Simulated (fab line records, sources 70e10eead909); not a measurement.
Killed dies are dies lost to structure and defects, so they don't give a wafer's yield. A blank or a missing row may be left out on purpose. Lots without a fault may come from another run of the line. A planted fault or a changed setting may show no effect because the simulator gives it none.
A struck lot beside a sound one | flow nand_harc | 25 steps out of a route of 1302
Sound: wafers L192.2, L192.3, L192.5. Struck: wafers L204.1, L204.3, L204.4. The cause comes at the end.
At each step with rows: each side's tool, then ch and its chambers, then its first start. Under that, the readings that differ: sound wafers | struck wafers | difference of the means | sigmas: that difference in standard deviations of wafers without a fault.
alike: readings whose means differ by less than 2 such deviations, and words and numbers that are the same on both sides. not compared: withheld readings, readings that some wafer has no value for, bounds like >300 that may hide the same value, and numbers for which the record gives no deviation and whose values overlap.
The two part at a step that has a row with sigmas, a row that says differs or no value, or rows on one side only. Numbers that don't overlap but have no deviation are shown without sigmas and don't part them. A reading that every wafer of one side lacks parts them only if that side has two wafers or more.

NHARC_P_CONTACT_DEP_30: deposits SiNx, target thk 30 nm.
  sound on pecvd-04 ch 1,2, day 9 17:31; struck on pecvd-04 ch 1,2, day 14 17:27
  alike: heater_power_w
NHARC_P_CONTACT_DEP_00: deposits SiO2, target thk 500 nm.
  sound on pecvd-04 ch 1,2; struck on pecvd-04 ch 1,2
  alike: heater_power_w, throttle_valve_pct
NHARC_P_CONTACT_CMP_01: polishes SiO2, target thk 200 nm.
  sound on cmp-01 ch 1,2,3, day 9 18:15; struck on cmp-04 ch 0,2,3, day 14 18:11
  alike: motor_current_A
then, 8 steps without rows for these wafers: NHARC_P_CONTACT_SRD_03; NHARC_P_CONTACT_DEHYDRATE_04 (time 120 s); NHARC_P_CONTACT_HMDS_05 (time 30 s); NHARC_P_CONTACT_COAT_33 (time 75 s); NHARC_P_CONTACT_COAT_34 (time 65 s); NHARC_P_CONTACT_COAT_06 (resist thk 90 nm); NHARC_P_CONTACT_SOFTBAKE_07 (time 55 s); NHARC_P_CONTACT_EBR_08.
NHARC_P_CONTACT_EXPOSE_09: exposes mask P CA, target cd 90 nm.
  sound on arfi_scanner-03 ch 0, day 9 18:53; struck on arfi_scanner-01 ch 0, day 14 18:44
  reading              | sound             | struck            | difference | sigmas
  exposure_dose_mJ_cm2 | 81.24 81.32 81.17 | 85.54 85.48 85.61 | +4.30      | +57
  alike: mask
then, 2 steps without rows for these wafers: NHARC_P_CONTACT_PEB_10 (peb time 65 s); NHARC_P_CONTACT_DEVELOP_11 (develop time 35 s).
NHARC_P_CONTACT_CD_MEAS_12: target cd 90 nm.
  sound on cd_sem-03 ch 0, day 9 19:02; struck on cd_sem-03 ch 0
  reading    | sound          | struck         | difference | sigmas
  cd_nm (nm) | 91.0 91.0 90.4 | 92.7 92.3 92.7 | +1.8       | +3
  not compared: hold
NHARC_P_CONTACT_OVL_MEAS_13:
  sound on overlay-02, day 9 19:07; struck on overlay-01, day 14 21:01
  reading           | sound          | struck                                                                     | difference                   | sigmas
  hold              | - - -          | await_dispo/1.9h/release await_dispo/1.9h/release await_dispo/1.9h/release | no value on the sound wafers |
  overlay_x_nm (nm) | -1.4 -1.0 -1.3 | 0.5 0.7 0.2                                                                | +1.7                         | +2
  overlay_y_nm (nm) | -2.2 -1.5 -2.0 | 0.8 0.6 0.7                                                                | +2.6                         | +3
NHARC_P_CONTACT_INSPECT_14:
  sound on defect_inspect-01, day 9 19:10; struck on defect_inspect-02, day 14 21:03
  alike: raw_defect_count
NHARC_P_CONTACT_DESCUM_17: chemistry O2, time 3 s.
  sound on rie_diel-12 ch 0,1,2, day 9 19:14; struck on rie_diel-07 ch 1,2,3, day 14 21:07
  reading                    | sound            | struck            | difference | sigmas
  model.P_CONTACT.cd_nm (nm) | 90.5 91.29 90.43 | 93.01 92.23 92.83 | +1.95      |
  alike: drypump_motor_current_A, oes_product_au, rf_vpp_V, showerhead_plenum_p_Torr, throttle_valve_pct
  not compared: rf_hours_counter_h
NHARC_P_CONTACT_ETCH_35: etches the open film in CF4, target depth 39 nm, time 65 s.
  sound on rie_diel-12 ch 1,2, day 9 19:19; struck on rie_diel-07 ch 1,2,3, day 14 21:12
  alike: drypump_motor_current_A, oes_product_au, rf_vpp_V, showerhead_plenum_p_Torr, throttle_valve_pct
  not compared: rf_hours_counter_h
then, 1 step without rows for these wafers: NHARC_P_CONTACT_ETCH_36 (etches the open film in N2/H2, target depth 260 nm, time 406.25 s).
NHARC_P_CONTACT_ETCH_18: etches the open film in C4F8/O2/Ar, target depth 481 nm, time 240.5 s.
  sound on rie_diel-12 ch 2,3; struck on rie_diel-07 ch 0,1,3
  reading               | sound             | struck            | difference | sigmas
  oes_product_au (a.u.) | 0.957 0.987 0.988 | 0.939 0.946 0.925 | -0.041     | -2
  alike: rf_vpp_V
  not compared: rf_hours_counter_h
then, 1 step without rows for these wafers: NHARC_P_CONTACT_STRIP_37 (strips in C4F8/O2/Ar).
NHARC_P_CONTACT_ETCH_31: etches the open film in CH3F/O2, target depth 30 nm, time 85.7 s.
  sound on rie_diel-12 ch 0,3; struck on rie_diel-07 ch 0,1,2
  reading                    | sound             | struck            | difference | sigmas
  oes_product_au (a.u.)      | 0.993 1.001 0.998 | 0.949 0.964 0.980 | -0.033     | -3
  model.P_CONTACT.cd_nm (nm) | 88.71 89.07 88.4  | 91.27 91.7 94.87  | +3.89      |
  alike: drypump_motor_current_A, rf_vpp_V, showerhead_plenum_p_Torr, throttle_valve_pct
  not compared: rf_hours_counter_h
NHARC_P_CONTACT_CD_MEAS_19:
  sound on cd_sem-01, day 9 20:05; struck on cd_sem-01, day 14 21:59
  reading    | sound          | struck         | difference | sigmas
  cd_nm (nm) | 88.9 89.2 88.5 | 91.0 92.0 94.7 | +3.7       | +2
  not compared: hold
then, 1 step without rows for these wafers: NHARC_END_SORT_01.

WHERE THEY PART
First at NHARC_P_CONTACT_EXPOSE_09; last, within this record, at NHARC_P_CONTACT_CD_MEAS_19.

WHY: what the simulator had put in
Process parameter drift: arfi_scanner-01, from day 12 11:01 on, at NHARC_P_CONTACT_EXPOSE_09. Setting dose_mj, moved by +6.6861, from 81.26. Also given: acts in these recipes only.
